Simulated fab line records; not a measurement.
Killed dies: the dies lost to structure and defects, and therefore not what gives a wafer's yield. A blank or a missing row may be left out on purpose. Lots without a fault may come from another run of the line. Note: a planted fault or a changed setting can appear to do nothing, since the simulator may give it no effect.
Comparing a struck lot with a sound one / flow nand_harc / 14 steps out of a route of 1302
Sound: the wafers L181.2, L181.4, L181.5. Wafers struck: L176.3, L176.4, L176.5. The cause is named last.
Per side, at each step with rows, come the tool, then ch with its chambers, and then its first start. Under that, the readings that differ: sound wafers / struck wafers / difference of the means / sigmas: that difference in standard deviations of wafers without a fault.
alike: same words and numbers on both sides, and readings whose means sit less than 2 such deviations apart. not compared: any withheld reading, any reading some wafer has no value for, any bound like >300 that may hide the same value, and any number with overlapping values for which the record gives no deviation.
The two part at a step that has a row with sigmas, a row that says differs or no value, or rows on one side only. Numbers that have no deviation but don't overlap get no sigmas and don't part them. Lack of a reading on every wafer of one side parts them only where that side has two or more wafers.

NHARC_A_M0_CMP_23: polishes, t overpolish 20 s, target thk 113.75 nm.
  sound on cmp-01 ch 1,3, day 28 18:32; struck on cmp-04 ch 1,2,3, day 27 10:25
  alike: motor_current_A, time_to_endpoint_s
NHARC_A_M0_THK_MEAS_24: measures by xrf.
  sound: film_metro-02 at day 28 18:51; struck: film_metro-02 at day 27 10:42
  alike: thk_nm
next, for these wafers, 1 step has no rows: NHARC_A_M0_SRD_25.
NHARC_A_M0_INSPECT_27:
  sound: defect_inspect-01 at day 28 19:01; struck: defect_inspect-01 at day 27 10:52
  alike: raw_defect_count
NHARC_A_M0_PRE_CLEAN_31: time 12 s.
  sound on pecvd-01 ch 0,2, day 28 19:05; struck on pecvd-01 ch 0,2, day 27 10:58
  alike: heater_power_w, susceptor_temp_C
NHARC_A_M0_DEP_32: deposits SiCN, target thk 30 nm.
  sound on pecvd-01 ch 0,2, day 28 19:10; struck on pecvd-01 ch 0,2, day 27 11:10
  alike: heater_power_w, susceptor_temp_C
then, 5 steps without rows for these wafers: NHARC_A_M1_DEP_00 (deposits SiOC, target thk 182.5 nm); NHARC_A_M1_DEHYDRATE_01 (time 120 s); NHARC_A_M1_HMDS_02 (time 30 s); NHARC_A_M1_COAT_34 (time 65 s); NHARC_A_M1_COAT_03 (resist thk 90 nm).
NHARC_A_M1_SOFTBAKE_04: time 55 s.
  sound on litho_track-01 ch 0, day 28 19:00; struck on litho_track-06 ch 0, day 27 12:00
reading=heater_power_total_W (W); sound=188.39 188.47 188.50; struck=199.84 199.87 199.98; difference=+11.44; sigmas=+82
next, for these wafers, 1 step has no rows: NHARC_A_M1_EBR_05.
NHARC_END_SORT_01:
  sound on prober-01 ch 0, day 30 19:08; struck on prober-02 ch 0, day 29 04:41
  alike: defect_limited_yield, killed_at_array, killed_at_other, killed_at_periphery, killed_dies, killed_open, killed_short

WHERE THEY PART
At NHARC_A_M1_SOFTBAKE_04 and nowhere else, as far as this record goes. Later steps at which nothing parts them and some readings are alike: NHARC_END_SORT_01.

WHY: whatever the simulator had introduced
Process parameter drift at NHARC_A_M1_SOFTBAKE_04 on litho_track-06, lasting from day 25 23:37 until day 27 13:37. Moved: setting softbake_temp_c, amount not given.
